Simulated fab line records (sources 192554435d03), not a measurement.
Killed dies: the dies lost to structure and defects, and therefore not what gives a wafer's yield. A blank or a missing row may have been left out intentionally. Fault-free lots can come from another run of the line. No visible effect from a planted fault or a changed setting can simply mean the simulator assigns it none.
Chamber matching + flow n5Finfet + rieDiel-02 running N5_BEOL_M7_ETCH_72: 4 sister chambers
The step etches underlayer in N2/H2, target depth 6.5 nm, time 5.2 s. 14 wafers are shown with their chamber, then 7 later ones without.

WAFERS PAIRED WITH THEIR CHAMBERS
| wafer  | chamber | showerheadPlenumPTorr (Torr) | drypumpMotorCurrentA (A) | oesProductAu (a.u.) |
|--------|---------|------------------------------|--------------------------|---------------------|
| L075.3 | 0       | 2.61                         | 5.5                      | 0.80                |
| L075.4 | 3       | 2.56                         | 6.3                      | 0.63                |
| L075.5 | 2       | 2.41                         | 5.9                      | 0.60                |
| L077.1 | 2       | 2.41                         | 5.8                      | 0.62                |
| L077.2 | 1       | 2.67                         | 5.5                      | 0.68                |
| L077.6 | 2       | 2.41                         | 5.9                      | 0.63                |
| L080.2 | 3       | 2.55                         | 6.3                      | 0.64                |
| L080.3 | 0       | 2.61                         | 5.5                      | 0.79                |
| L080.4 | 2       | 2.41                         | 5.8                      | 0.62                |
| L082.2 | 3       | 2.55                         | 6.3                      | 0.63                |
| L082.4 | 3       | 2.55                         | 6.3                      | 0.62                |
| L082.6 | 2       | 2.40                         | 5.9                      | 0.61                |
| L083.2 | 3       | 2.55                         | 6.3                      | 0.62                |
| L083.3 | 0       | 2.61                         | 5.5                      | 0.77                |

SIGNATURES (means of the wafers above)
| reading               | chamber 0 | chamber 1 | chamber 2 | chamber 3 | scatter within a chamber |
|-----------------------|-----------|-----------|-----------|-----------|--------------------------|
| showerheadPlenumPTorr | 2.6100    | 2.6700    | 2.4080    | 2.5520    | 0.004                    |
| drypumpMotorCurrentA  | 5.500     | 5.500     | 5.860     | 6.300     | 0.0346                   |
| oesProductAu          | 0.7867    | 0.6800    | 0.6160    | 0.6280    | 0.0113                   |
Rule: for each reading, subtract the chamber's mean from the wafer's reading, divide by that reading's scatter and square the result; add these up over the readings and take the root, which gives the wafer's distance from the chamber. The wafer belongs to the nearest chamber; if the next one is less than 2 further off, it can't be placed. How the scatter is found: for the shown wafers, subtract from each reading the mean of its chamber, square and add these, divide the total by (wafers less chambers), then take the root.

WAFERS WITHOUT THEIR CHAMBER
| wafer  | showerheadPlenumPTorr (Torr) | drypumpMotorCurrentA (A) | oesProductAu (a.u.) |
|--------|------------------------------|--------------------------|---------------------|
| L083.4 | 2.40                         | 5.9                      | 0.61                |
| L092.2 | 2.39                         | 5.9                      | 0.60                |
| L092.3 | 2.60                         | 5.5                      | 0.76                |
| L092.6 | 2.40                         | 5.9                      | 0.60                |
| L094.1 | 2.54                         | 6.3                      | 0.62                |
| L094.3 | 2.60                         | 5.5                      | 0.74                |
| L094.4 | 2.39                         | 5.9                      | 0.59                |

CHAMBER TAKEN BY EACH
| wafer  | from the rows above | in truth |
|--------|---------------------|----------|
| L083.4 | 2                   | 2        |
| L092.2 | 2                   | 2        |
| L092.3 | 0                   | 0        |
| L092.6 | 2                   | 2        |
| L094.1 | 3                   | 3        |
| L094.3 | 0                   | 0        |
| L094.4 | 2                   | 2        |
Correctly placed: 7 of 7. From these rows, 0 cannot be placed. Number placed wrongly: 0.
